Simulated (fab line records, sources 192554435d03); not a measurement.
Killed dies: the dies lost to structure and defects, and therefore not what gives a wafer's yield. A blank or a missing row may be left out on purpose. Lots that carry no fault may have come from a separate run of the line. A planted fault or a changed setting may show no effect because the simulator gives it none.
fab line records	flow n5Finfet
record lots=24	wafers=72	lastDay=18
route steps=1938 shown BEOL_M1@820 BEOL_M2@883
lots untouched by any fault: they come from a run of this same line in which no faults occurred
startH: hours from the record's opening day to when the first of the lot's shown wafers began	waitH: hours since the lot's step before	" the same as in the row above	L1.1+2: one row covering several wafers at once	- no value, or no start given	* or withheld: withheld	< > ~ a bound
route shown NAME@n: a module of which the file shows steps, and the number in the route of the first	usual: mean/standard deviation of fault-free wafers	same: alike in all rows	chamber/n: place in a boat	sites: per-site readings	_std_site: standard deviation of those values	_edge_site: mean of outer sites minus mean of inner sites	radiusMm: how far each site lies from the wafer's centre	mask NAME#n: copy n	behind: the last tool/chamber to shape the wafer	hold: the reason the lot was held/the length of the hold in hours/how it ended	device: names the non-switching transistor (n, p or np)	end of line: the route-end tests of the same wafers	a step with no rows: only its recipe	killed: not the wafer's yield, but the dies lost to structure and defects at the first sort	map: per-die view of a wafer (x killed, . not killed, _ where there is no die)
set.NAME: the setting that was run; set.NAME@STEP: the one run at that earlier step	model.NAME: the simulator's own value behind a step, which no gauge read
route steps across a sampled set of lots; one table per step, one row per wafer
services: the hour from which a tool's chamber was out of use, counted from the record's first day as startH (under 0 if before that day), plus the number of hours and why
## steps
# step N5_BEOL_M1_SPUTTER_86
# recipe material=Cu	targetThkA=45	tempC=-20	chamberPressurePa=0.07	powerW=withheld	timeS=8.29
# usual throttleValvePct=29.9/1.3
lot.wafer	tool	chamber	startH	waitH	throttleValvePct
L074.3	pvdSputter-01	-	134.01	0.1	27.3
L074.5	"	-	"	"	27.1
L074.6	"	-	"	"	28.6
L075.2	pvdSputter-03	-	136.27	0.1	31.0
L075.5	"	-	"	"	31.2
L075.6	"	-	"	"	31.7
L076.1	pvdSputter-01	-	136.41	0.1	27.2
L076.4	"	-	"	"	29.1
L076.6	"	-	"	"	28.6
L077.2	pvdSputter-02	-	148.40	0.1	30.7
L077.3	"	-	"	"	30.2
L077.4	"	-	"	"	30.7
L078.3	pvdSputter-01	-	155.66	0.1	27.3
L078.4	"	-	"	"	27.0
L078.6	"	-	"	"	28.5
L079.1	pvdSputter-03	-	156.20	0.1	31.6
L079.4	"	-	"	"	31.8
L079.6	"	-	"	"	31.7
L080.1	pvdSputter-03	-	162.01	0.1	31.1
L080.2	"	-	"	"	31.3
L080.3	"	-	"	"	31.8
L081.2	pvdSputter-02	-	169.89	0.1	29.0
L081.4	"	-	"	"	29.9
L081.6	"	-	"	"	30.5
L082.2	pvdSputter-02	-	177.91	0.1	29.3
L082.3	"	-	"	"	30.7
L082.6	"	-	"	"	30.6
L083.1	pvdSputter-02	-	183.99	0.1	30.7
L083.3	"	-	"	"	30.1
L083.6	"	-	"	"	29.0
L084.1	pvdSputter-01	-	185.26	0.1	28.5
L084.2	"	-	"	"	28.6
L084.5	"	-	"	"	30.6
L085.4	pvdSputter-01	-	201.81	0.1	29.1
L085.5	"	-	"	"	29.1
L085.6	"	-	"	"	27.3
L086.2	pvdSputter-02	-	202.44	0.1	29.0
L086.4	"	-	"	"	30.3
L086.6	"	-	"	"	30.2
L087.1	pvdSputter-01	-	208.29	0.1	29.2
L087.2	"	-	"	"	28.5
L087.3	"	-	"	"	27.2
L088.1	pvdSputter-01	-	210.29	0.1	30.6
L088.2	"	-	"	"	27.3
L088.3	"	-	"	"	28.5
L089.1	pvdSputter-01	-	218.32	0.1	30.6
L089.3	"	-	"	"	28.9
L089.4	"	-	"	"	27.0
L090.2	pvdSputter-03	-	225.47	0.1	31.1
L090.3	"	-	"	"	31.5
L090.5	"	-	"	"	31.4
L091.3	pvdSputter-02	-	225.73	0.1	31.0
L091.4	"	-	"	"	30.2
L091.6	"	-	"	"	30.2
L093.1	pvdSputter-03	-	242.53	0.1	31.4
L093.4	"	-	"	"	31.7
L093.6	"	-	"	"	31.4
L092.2	pvdSputter-02	-	254.52	0.1	28.9
L092.4	"	-	"	"	30.4
L092.6	"	-	"	"	30.2
L094.1	pvdSputter-02	-	264.50	0.1	30.0
L094.2	"	-	"	"	29.1
L094.3	"	-	"	"	30.8
L095.3	pvdSputter-01	-	264.73	0.1	29.1
L095.5	"	-	"	"	30.7
L095.6	"	-	"	"	28.7
L096.2	pvdSputter-01	-	268.05	0.1	28.9
L096.3	"	-	"	"	27.2
L096.5	"	-	"	"	27.4
L097.2	pvdSputter-02	-	274.36	0.1	30.3
L097.4	"	-	"	"	29.2
L097.5	"	-	"	"	30.8
# step N5_BEOL_M1_ANNEAL_91
# recipe tempC=400	timeS=240	ambient=vacuum
# usual heaterPowerW=818/95
lot.wafer	tool	chamber	startH	waitH	heaterPowerW
L074.3	pvdSputter-01	-	134.53	0.0	766
L074.5	"	-	"	"	779
L074.6	"	-	"	"	816
L075.2	pvdSputter-03	-	136.79	0.0	891
L075.5	"	-	"	"	855
L075.6	"	-	"	"	751
L076.1	pvdSputter-01	-	136.93	0.0	747
L076.4	"	-	"	"	784
L076.6	"	-	"	"	822
L077.2	pvdSputter-02	-	148.92	0.0	850
L077.3	"	-	"	"	930
L077.4	"	-	"	"	867
L078.3	pvdSputter-01	-	156.18	0.0	777
L078.4	"	-	"	"	773
L078.6	"	-	"	"	827
L079.1	pvdSputter-03	-	156.72	0.0	902
L079.4	"	-	"	"	766
L079.6	"	-	"	"	857
L080.1	pvdSputter-03	-	162.53	0.0	855
L080.2	"	-	"	"	855
L080.3	"	-	"	"	748
L081.2	pvdSputter-02	-	170.41	0.0	920
L081.4	"	-	"	"	914
L081.6	"	-	"	"	829
L082.2	pvdSputter-02	-	178.43	0.0	931
L082.3	"	-	"	"	837
L082.6	"	-	"	"	856
L083.1	pvdSputter-02	-	184.51	0.0	811
L083.3	"	-	"	"	941
L083.6	"	-	"	"	923
L084.1	pvdSputter-01	-	185.78	0.0	800
L084.2	"	-	"	"	772
L084.5	"	-	"	"	597
L085.4	pvdSputter-01	-	202.33	0.0	748
L085.5	"	-	"	"	767
L085.6	"	-	"	"	812
L086.2	pvdSputter-02	-	202.96	0.0	913
L086.4	"	-	"	"	917
L086.6	"	-	"	"	915
L087.1	pvdSputter-01	-	208.81	0.0	779
L087.2	"	-	"	"	828
L087.3	"	-	"	"	779
L088.1	pvdSputter-01	-	210.81	0.0	592
L088.2	"	-	"	"	795
L088.3	"	-	"	"	801
L089.1	pvdSputter-01	-	218.84	0.0	601
L089.3	"	-	"	"	788
L089.4	"	-	"	"	782
L090.2	pvdSputter-03	-	225.99	0.0	864
L090.3	"	-	"	"	774
L090.5	"	-	"	"	875
L091.3	pvdSputter-02	-	226.25	0.0	853
L091.4	"	-	"	"	942
L091.6	"	-	"	"	938
L093.1	pvdSputter-03	-	243.05	0.0	880
L093.4	"	-	"	"	866
L093.6	"	-	"	"	873
L092.2	pvdSputter-02	-	255.04	0.0	934
L092.4	"	-	"	"	810
L092.6	"	-	"	"	945
L094.1	pvdSputter-02	-	265.02	0.0	914
L094.2	"	-	"	"	910
L094.3	"	-	"	"	837
L095.3	pvdSputter-01	-	265.25	0.0	775
L095.5	"	-	"	"	597
L095.6	"	-	"	"	837
L096.2	pvdSputter-01	-	268.57	0.0	754
L096.3	"	-	"	"	792
L096.5	"	-	"	"	786
L097.2	pvdSputter-02	-	274.88	0.0	825
L097.4	"	-	"	"	899
L097.5	"	-	"	"	818
# step N5_BEOL_M1_ANNEAL_51
# recipe tempC=225	timeS=90	ambient=N2
# usual annealTempC=224.99/0.18	wafer_temp_C_max=226.06/0.26
lot.wafer	tool	chamber	startH	waitH	annealTempC	wafer_temp_C_max
L074.3	rtpAnneal-02	0	135.39	0.1	225.19	225.81
L074.5	"	0	"	"	225.43	225.84
L074.6	"	0	"	"	225.32	225.75
L075.2	rtpAnneal-02	0	137.61	0.1	224.78	226.04
L075.5	"	0	"	"	224.91	225.83
L075.6	"	0	"	"	224.75	226.28
L076.1	rtpAnneal-02	0	137.84	0.2	225.07	225.97
L076.4	"	0	"	"	225.24	225.70
L076.6	"	0	"	"	225.20	226.17
L077.2	rtpAnneal-02	0	149.74	0.1	224.89	225.75
L077.3	"	0	"	"	224.88	226.20
L077.4	"	0	"	"	225.03	226.10
L078.3	rtpAnneal-02	0	157.05	0.1	225.16	225.78
L078.4	"	0	"	"	225.26	225.92
L078.6	"	0	"	"	225.08	226.05
L079.1	rtpAnneal-02	0	157.50	0.1	224.91	226.15
L079.4	"	0	"	"	224.84	226.18
L079.6	"	0	"	"	224.64	226.37
L080.1	rtpAnneal-01	0	163.31	0.1	224.79	225.75
L080.2	"	0	"	"	225.09	225.95
L080.3	"	0	"	"	225.06	225.74
L081.2	rtpAnneal-01	0	171.23	0.1	225.02	226.29
L081.4	"	0	"	"	224.88	225.92
L081.6	"	0	"	"	224.70	225.88
L082.2	rtpAnneal-02	0	179.25	0.1	225.10	225.89
L082.3	"	0	"	"	224.87	226.25
L082.6	"	0	"	"	225.20	226.22
L083.1	rtpAnneal-01	0	185.29	0.1	225.00	225.63
L083.3	"	0	"	"	225.05	226.20
L083.6	"	0	"	"	225.04	225.75
L084.1	rtpAnneal-01	0	186.55	0.1	224.89	225.74
L084.2	"	0	"	"	224.98	226.04
L084.5	"	0	"	"	225.14	225.77
L085.4	rtpAnneal-02	0	203.24	0.2	224.95	225.82
L085.5	"	0	"	"	224.99	226.10
L085.6	"	0	"	"	224.82	226.01
L086.2	rtpAnneal-02	0	203.78	0.1	225.16	226.32
L086.4	"	0	"	"	224.81	226.41
L086.6	"	0	"	"	225.31	226.08
L087.1	rtpAnneal-01	0	209.59	0.1	225.24	226.13
L087.2	"	0	"	"	225.17	226.52
L087.3	"	0	"	"	225.22	226.25
L088.1	rtpAnneal-01	0	211.59	0.1	225.21	226.21
L088.2	"	0	"	"	225.02	226.14
L088.3	"	0	"	"	224.86	226.19
L089.1	rtpAnneal-02	0	219.66	0.1	224.86	226.27
L089.3	"	0	"	"	224.91	226.88
L089.4	"	0	"	"	225.04	226.18
L090.2	rtpAnneal-01	0	226.81	0.1	224.77	225.84
L090.3	"	0	"	"	224.74	225.29
L090.5	"	0	"	"	224.73	225.74
L091.3	rtpAnneal-02	0	227.12	0.1	224.95	226.50
L091.4	"	0	"	"	225.20	225.82
L091.6	"	0	"	"	225.12	225.99
L093.1	rtpAnneal-02	0	243.82	0.1	225.15	226.11
L093.4	"	0	"	"	225.05	225.93
L093.6	"	0	"	"	225.18	226.01
L092.2	rtpAnneal-02	0	255.86	0.1	225.11	225.82
L092.4	"	0	"	"	224.99	226.14
L092.6	"	0	"	"	224.81	226.13
L094.1	rtpAnneal-02	0	265.79	0.1	224.69	225.90
L094.2	"	0	"	"	224.63	226.19
L094.3	"	0	"	"	224.88	226.04
L095.3	rtpAnneal-01	0	266.21	0.2	224.80	226.35
L095.5	"	0	"	"	224.95	225.73
L095.6	"	0	"	"	225.02	226.23
L096.2	rtpAnneal-02	0	269.57	0.3	225.01	226.25
L096.3	"	0	"	"	225.00	225.68
L096.5	"	0	"	"	225.29	226.07
L097.2	rtpAnneal-01	0	275.75	0.2	224.81	225.96
L097.4	"	0	"	"	224.67	225.72
L097.5	"	0	"	"	224.73	225.92
# step N5_BEOL_M1_THK_MEAS_53
# recipe thkMeasGauge=xrf	reads=Cu_of_BEOL_M1_ECD_50
# usual M1_THK=39.9/1.9
lot.wafer	tool	chamber	startH	waitH	M1_THK[nm]
L074.3	filmMetro-01	-	135.90	-	42.8
L074.5	"	-	"	"	41.4
L074.6	"	-	"	"	42.6
L075.2	filmMetro-01	-	138.16	-	40.7
L075.5	"	-	"	"	41.8
L075.6	"	-	"	"	40.5
L076.1	filmMetro-02	-	138.43	-	40.1
L076.4	"	-	"	"	43.0
L076.6	"	-	"	"	40.9
L077.2	filmMetro-02	-	150.28	-	40.7
L077.3	"	-	"	"	42.9
L077.4	"	-	"	"	41.6
L078.3	filmMetro-02	-	157.55	-	41.1
L078.4	"	-	"	"	41.6
L078.6	"	-	"	"	43.2
L079.1	filmMetro-02	-	158.09	-	41.1
L079.4	"	-	"	"	43.6
L079.6	"	-	"	"	40.1
L080.1	filmMetro-02	-	163.91	-	39.9
L080.2	"	-	"	"	39.2
L080.3	"	-	"	"	41.5
L081.2	filmMetro-02	-	171.80	-	39.3
L081.4	"	-	"	"	41.6
L081.6	"	-	"	"	42.5
L082.2	filmMetro-01	-	179.80	-	36.3
L082.3	"	-	"	"	37.9
L082.6	"	-	"	"	40.3
L083.1	filmMetro-01	-	185.88	-	37.4
L083.3	"	-	"	"	39.4
L083.6	"	-	"	"	40.1
L084.1	filmMetro-02	-	187.16	-	41.0
L084.2	"	-	"	"	38.9
L084.5	"	-	"	"	39.7
L085.4	filmMetro-01	-	203.70	-	43.3
L085.5	"	-	"	"	43.4
L085.6	"	-	"	"	43.6
L086.2	filmMetro-01	-	204.33	-	40.6
L086.4	"	-	"	"	37.8
L086.6	"	-	"	"	41.9
L087.1	filmMetro-02	-	210.18	-	36.5
L087.2	"	-	"	"	38.4
L087.3	"	-	"	"	38.3
L088.1	filmMetro-02	-	212.20	-	36.8
L088.2	"	-	"	"	38.8
L088.3	"	-	"	"	38.7
L089.1	filmMetro-01	-	220.25	-	35.9
L089.3	"	-	"	"	38.6
L089.4	"	-	"	"	41.1
L091.3	filmMetro-02	-	228.01	-	38.3
L091.4	"	-	"	"	38.3
L091.6	"	-	"	"	39.2
L090.2	filmMetro-02	-	228.70	-	40.1
L090.3	"	-	"	"	39.4
L090.5	"	-	"	"	43.1
L093.1	filmMetro-01	-	244.41	-	38.8
L093.4	"	-	"	"	39.2
L093.6	"	-	"	"	41.7
L092.2	filmMetro-02	-	256.41	-	38.8
L092.4	"	-	"	"	40.5
L092.6	"	-	"	"	40.8
L094.1	filmMetro-01	-	266.38	-	39.7
L094.2	"	-	"	"	39.9
L094.3	"	-	"	"	38.9
L095.3	filmMetro-02	-	266.89	-	36.6
L095.5	"	-	"	"	38.7
L095.6	"	-	"	"	42.6
L096.2	filmMetro-02	-	270.15	-	37.6
L096.3	"	-	"	"	41.3
L096.5	"	-	"	"	40.4
L097.2	filmMetro-01	-	276.52	-	36.2
L097.4	"	-	"	"	40.3
L097.5	"	-	"	"	39.3
# step N5_BEOL_M2_ETCHBACK_99
# recipe chemistry=CHF3	target=SiO2	targetDepthA=50	timeS=10.4	sourceW=215	biasW=47	Ar_flow_sccm=200	CHF3_flow_sccm=12	ionEnergyEv=100	pressureMtorr=30
# usual drypumpMotorCurrentA=5.8/0.4	oesProductAu=0.78/0.11	rfVppV=236/7.1	showerheadPlenumPTorr=2.14/0.078	throttleValvePct=16.97/0.23
lot.wafer	tool	chamber	startH	waitH	drypumpMotorCurrentA	oesProductAu	rfHoursCounterH	rfVppV	showerheadPlenumPTorr	throttleValvePct
L074.3	rieDiel-04	1	140.58	0.6	5.4	0.70	209	238	2.23	16.89
L074.5	"	2	"	"	5.3	0.68	-	233	2.13	17.32
L074.6	"	1	"	"	5.5	0.69	-	236	2.23	16.90
L076.1	rieDiel-02	0	145.60	2.6	6.1	0.69	199	227	2.06	17.00
L076.4	"	2	"	"	5.6	0.69	-	228	2.12	17.24
L076.6	"	0	"	"	6.1	0.69	-	230	2.06	17.00
L075.2	rieDiel-02	0	148.62	7.8	6.1	0.69	200	228	2.06	16.99
L075.5	"	3	"	"	6.5	0.69	-	234	2.15	16.95
L075.6	"	2	"	"	5.6	0.69	-	230	2.12	17.26
L077.2	rieDiel-04	1	154.55	0.1	5.5	0.70	215	236	2.22	16.91
L077.3	"	2	"	"	5.3	0.69	229	233	2.12	17.33
L077.4	"	2	"	"	5.3	0.68	-	234	2.12	17.32
L078.3	rieDiel-04	2	163.91	2.5	5.3	0.68	233	234	2.12	17.32
L078.4	"	0	"	"	5.6	0.88	43	241	2.27	16.97
L078.6	"	1	"	"	5.5	0.69	-	238	2.22	16.91
L079.1	rieDiel-02	2	169.97	8.1	5.6	0.69	237	228	2.12	17.25
L079.4	"	0	"	"	6.1	0.69	209	227	2.06	17.02
L079.6	"	3	"	"	6.5	0.67	-	234	2.15	16.98
L080.1	rieDiel-02	1	175.20	7.9	5.9	0.93	9	247	2.19	16.56
L080.2	"	0	"	"	6.1	0.68	212	228	2.06	17.02
L080.3	"	2	"	"	5.6	0.68	239	227	2.11	17.29
L081.2	rieDiel-02	0	176.06	0.6	6.1	0.69	212	228	2.06	17.02
L081.4	"	0	"	"	6.1	0.68	-	229	2.06	17.03
L081.6	"	1	"	"	5.9	0.95	-	247	2.19	16.54
L082.2	rieDiel-04	0	186.22	3.1	5.6	0.85	52	243	2.27	16.98
L082.3	"	2	"	"	5.3	0.67	243	236	2.12	17.35
L082.6	"	0	"	"	5.6	0.85	-	245	2.27	16.99
L083.1	rieDiel-04	3	191.46	2.7	6.0	0.92	15	244	2.12	16.67
L083.3	"	2	"	"	5.3	0.68	246	234	2.12	17.35
L083.6	"	2	"	"	5.3	0.68	-	235	2.12	17.34
L084.1	rieDiel-02	2	193.35	0.2	5.6	0.69	246	228	2.11	17.28
L084.2	"	0	"	"	6.1	0.68	218	230	2.06	17.03
L084.5	"	0	"	"	6.2	0.68	-	227	2.06	17.06
L085.4	rieDiel-02	3	211.52	2.6	6.6	0.67	-	232	2.15	17.00
L085.5	"	0	"	"	6.1	0.67	-	228	2.05	17.05
L085.6	"	1	"	"	5.9	0.90	-	246	2.18	16.58
L086.2	rieDiel-05	0	211.54	2.5	5.1	0.92	20	224	2.22	16.67
L086.4	"	1	"	"	6.1	0.74	-	241	2.22	17.14
L086.6	"	0	"	"	5.1	0.92	-	223	2.22	16.65
L088.1	rieDiel-02	1	218.30	3.6	5.9	0.89	26	247	2.18	16.60
L088.2	"	3	"	"	6.5	0.67	224	234	2.15	17.00
L088.3	"	0	"	"	6.2	0.67	229	228	2.05	17.06
L087.1	rieDiel-05	1	218.32	4.0	6.2	0.74	173	241	2.22	17.15
L087.2	"	3	"	"	5.5	0.92	31	233	2.13	17.28
L087.3	"	2	"	"	5.4	0.72	189	241	1.95	16.93
L089.1	rieDiel-04	2	225.15	0.1	5.3	0.66	261	235	2.11	17.39
L089.3	"	3	"	"	6.1	0.90	31	244	2.11	16.71
L089.4	"	3	"	"	6.1	0.90	-	244	2.11	16.70
L091.3	rieDiel-02	2	234.77	1.8	5.6	0.95	2	229	2.11	16.81
L091.4	"	1	"	"	5.9	0.87	-	246	2.18	16.60
L091.6	"	2	"	"	5.6	0.96	-	229	2.11	16.81
L090.2	rieDiel-05	2	234.80	1.6	5.5	0.71	193	241	1.95	16.95
L090.3	"	0	"	"	5.1	0.90	29	224	2.22	16.68
L090.5	"	2	"	"	5.4	0.71	-	240	1.95	16.94
L093.1	rieDiel-02	1	249.84	1.9	6.0	0.86	38	248	2.17	16.63
L093.4	"	3	"	"	6.5	0.66	233	232	2.14	17.01
L093.6	"	2	"	"	5.6	0.94	-	229	2.11	16.82
L092.2	rieDiel-04	3	266.53	6.4	6.1	0.86	48	244	2.11	16.73
L092.4	"	2	"	"	5.3	0.97	6	235	2.11	16.90
L092.6	"	1	"	"	5.4	0.68	-	238	2.22	16.92
L094.1	rieDiel-04	2	269.33	0.1	5.3	0.96	6	235	2.11	16.88
L094.2	"	0	"	"	5.6	0.81	88	241	2.26	17.03
L094.3	"	1	"	"	5.4	0.69	235	238	2.22	16.94
L095.3	rieDiel-02	2	271.52	0.3	5.6	0.91	15	229	2.11	16.83
L095.5	"	1	"	"	5.9	0.86	-	247	2.17	16.62
L095.6	"	0	"	"	6.1	0.65	-	228	2.05	17.09
L096.2	rieDiel-05	3	277.96	3.8	5.5	0.88	51	234	2.12	17.30
L096.3	"	0	"	"	5.0	0.88	43	224	2.21	16.70
L096.5	"	1	"	"	6.1	0.73	-	243	2.22	17.17
L097.2	rieDiel-05	1	281.24	0.9	6.1	0.72	193	240	2.21	17.19
L097.4	"	3	"	"	5.5	0.88	52	234	2.12	17.30
L097.5	"	0	"	"	5.1	0.87	-	223	2.21	16.69
# step N5_BEOL_M2_SPUTTER_48
# recipe material=Cu	targetThkA=45	tempC=-20	chamberPressurePa=0.07	powerW=withheld	timeS=8.29
# usual throttleValvePct=30.1/1.4
lot.wafer	tool	chamber	startH	waitH	throttleValvePct
L074.3	pvdSputter-02	-	142.18	0.1	30.7
L074.5	"	-	"	"	29.2
L074.6	"	-	"	"	30.2
L076.1	pvdSputter-01	-	147.32	0.1	30.8
L076.4	"	-	"	"	28.5
L076.6	"	-	"	"	29.0
L075.2	pvdSputter-02	-	152.14	1.8	30.8
L075.5	"	-	"	"	29.1
L075.6	"	-	"	"	30.8
L077.2	pvdSputter-01	-	157.70	0.1	28.5
L077.3	"	-	"	"	27.2
L077.4	"	-	"	"	28.6
L078.3	pvdSputter-02	-	166.37	0.2	30.5
L078.4	"	-	"	"	29.1
L078.6	"	-	"	"	30.5
L079.1	pvdSputter-01	-	171.69	0.1	28.7
L079.4	"	-	"	"	28.8
L079.6	"	-	"	"	27.2
L080.1	pvdSputter-01	-	176.95	0.2	30.6
L080.2	"	-	"	"	28.8
L080.3	"	-	"	"	28.7
L081.2	pvdSputter-03	-	178.66	1.2	31.3
L081.4	"	-	"	"	31.7
L081.6	"	-	"	"	31.5
L082.2	pvdSputter-01	-	187.94	0.3	28.5
L082.3	"	-	"	"	29.1
L082.6	"	-	"	"	27.2
L083.1	pvdSputter-03	-	193.24	0.1	31.7
L083.3	"	-	"	"	31.3
L083.6	"	-	"	"	31.5
L084.1	pvdSputter-03	-	195.19	0.1	30.8
L084.2	"	-	"	"	31.5
L084.5	"	-	"	"	31.1
L085.4	pvdSputter-02	-	212.93	0.0	30.7
L085.5	"	-	"	"	30.6
L085.6	"	-	"	"	29.4
L086.2	pvdSputter-03	-	212.98	0.1	31.6
L086.4	"	-	"	"	31.2
L086.6	"	-	"	"	31.2
L088.1	pvdSputter-02	-	219.87	0.2	30.0
L088.2	"	-	"	"	30.5
L088.3	"	-	"	"	30.7
L087.1	pvdSputter-03	-	221.45	1.6	31.6
L087.2	"	-	"	"	31.1
L087.3	"	-	"	"	31.5
L089.1	pvdSputter-01	-	226.50	0.2	27.4
L089.3	"	-	"	"	28.9
L089.4	"	-	"	"	30.7
L091.3	pvdSputter-03	-	236.16	0.1	31.9
L091.4	"	-	"	"	31.4
L091.6	"	-	"	"	31.6
L090.2	pvdSputter-02	-	236.62	0.1	30.0
L090.3	"	-	"	"	30.8
L090.5	"	-	"	"	30.2
L093.1	pvdSputter-02	-	251.86	0.2	30.8
L093.4	"	-	"	"	30.8
L093.6	"	-	"	"	30.8
L092.2	pvdSputter-01	-	269.86	0.1	27.0
L092.4	"	-	"	"	28.5
L092.6	"	-	"	"	27.4
L094.1	pvdSputter-03	-	270.89	0.4	31.4
L094.2	"	-	"	"	32.0
L094.3	"	-	"	"	31.4
L095.3	pvdSputter-03	-	273.34	0.1	31.7
L095.5	"	-	"	"	30.7
L095.6	"	-	"	"	31.4
L096.2	pvdSputter-02	-	279.78	0.3	30.9
L096.3	"	-	"	"	29.9
L096.5	"	-	"	"	31.1
L097.2	pvdSputter-01	-	283.12	0.1	28.5
L097.4	"	-	"	"	29.0
L097.5	"	-	"	"	28.6
## services
tool	chamber	startH	hours	kind
rieDiel-04	3	117.89	-	clean
rieDiel-04	3	117.89	-	consumableReplace:focusRing
rieDiel-04	3	117.89	23.5	scheduledDown
rieDiel-04	3	117.89	23.5	ventCycle
rieDiel-02	1	136.01	-	clean
rieDiel-02	1	136.01	-	consumableReplace:focusRing
rieDiel-02	1	136.01	16.5	scheduledDown
rieDiel-02	1	136.01	16.5	ventCycle
rieDiel-04	3	143.18	13.8	repair
rieDiel-05	-	164.14	0.3	repair
rieDiel-05	-	171.64	2.2	repair
rieDiel-02	3	173.21	5.4	repair
rieDiel-04	1	175.48	62.1	repair
rieDiel-05	3	201.47	13.7	repair
rieDiel-02	2	205.13	-	clean
rieDiel-02	2	205.13	-	consumableReplace:focusRing
rieDiel-02	2	205.13	22.7	scheduledDown
rieDiel-02	2	205.13	22.7	ventCycle
rieDiel-05	2	219.41	2.6	repair
rieDiel-02	3	230.91	5.1	repair
rieDiel-04	2	237.62	-	clean
rieDiel-02	0	277.44	-	clean
rieDiel-02	0	277.44	-	consumableReplace:focusRing
rieDiel-02	0	277.44	-	consumableReplace:showerhead
## key
fault none
